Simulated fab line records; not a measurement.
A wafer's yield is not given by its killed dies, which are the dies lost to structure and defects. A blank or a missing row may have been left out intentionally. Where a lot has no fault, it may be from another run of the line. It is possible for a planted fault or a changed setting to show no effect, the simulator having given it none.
Which tool did it? ; flow nand-harc ; 6 lots with 18 wafers sampled at 5 steps, on a route of 1302 steps

== WHAT THE GAUGES READ, wafer by wafer ==
NHARC_END_SORT_01.
lot;measured;on;killed-at-array
L717;day 29 17:01;prober-01;530 524 529
L719;day 30 08:54;prober-02;523 544 538

== TOOL THAT RAN EACH LOT (tool first, then ch and the chambers of the sampled wafers, then the start) ==
lot;NHARC_A_STAIRCASE_DEP_322;NHARC_A_STAIRCASE_STRIP_446;NHARC_A_STAIRCASE_ETCHBACK_157;NHARC_A_SGD_CUT_DEP_00
L709;pecvd-02 ch 0,1,2, day 19 06:32;plasma-asher-02 ch 0, day 20 03:20;rie-diel-10 ch 1,2,3, day 20 05:00;pecvd-03 ch 0,2, day 20 06:01
L710;pecvd-03 ch 0,2, day 19 11:28;plasma-asher-01 ch 0,1, day 20 09:41;rie-diel-10 ch 0,1, day 20 11:20;pecvd-02 ch 0,1, day 20 12:17
L713;pecvd-01 ch 1,2, day 21 07:38;plasma-asher-02 ch 0,1, day 22 09:01;rie-diel-08 ch 0,1,2, day 22 10:46;pecvd-02 ch 0,1,2, day 22 11:52
L717;pecvd-02 ch 0,1, day 23 03:14;plasma-asher-01 ch 0,1, day 23 23:49;rie-diel-10 ch 0,1,3, day 24 01:33;pecvd-04 ch 0,1,2, day 24 02:31
L719;pecvd-01 ch 0,1, day 24 04:16;plasma-asher-02 ch 0,1, day 24 23:53;rie-diel-10 ch 1,2, day 25 01:28;pecvd-03 ch 0,1, day 25 02:27
L721;pecvd-02 ch 0,1, day 24 13:14;plasma-asher-01 ch 0,1, day 25 10:01;rie-diel-01 ch 0,3, day 25 11:43;pecvd-02 ch 0,1, day 25 12:44
- NHARC_A_STAIRCASE_DEP_322: deposits SiO2, target thk 7200 nm.
- NHARC_A_STAIRCASE_STRIP_446: strips in O2.
- NHARC_A_STAIRCASE_ETCHBACK_157: etches the open film in CH3F/O2, target depth 90 nm, time 167.14 s.
- NHARC_A_SGD_CUT_DEP_00: deposits SiNx, target thk 50 nm.

== THE ANSWER, worked out from the rows above alone ==
Rule: what is usual is taken from the lots themselves. The widest of any qualifying gaps counts: lots, ordered by their means at a reading, are off when they make up no more than a third of the lots, leave a main group of 4 or more, and stand apart from it by 3 or more times the standard deviation of that group's means. A main group is skipped when, at the precision printed for the reading in the tables above, its means are all equal. A lot without any number at a reading at which 4 lots or more have one is off too. All remaining lots with rows at the step are treated as sound.
None of the lots is off at any reading shown; this tells nothing.

== WHAT WAS PUT IN BY THE SIMULATOR ==
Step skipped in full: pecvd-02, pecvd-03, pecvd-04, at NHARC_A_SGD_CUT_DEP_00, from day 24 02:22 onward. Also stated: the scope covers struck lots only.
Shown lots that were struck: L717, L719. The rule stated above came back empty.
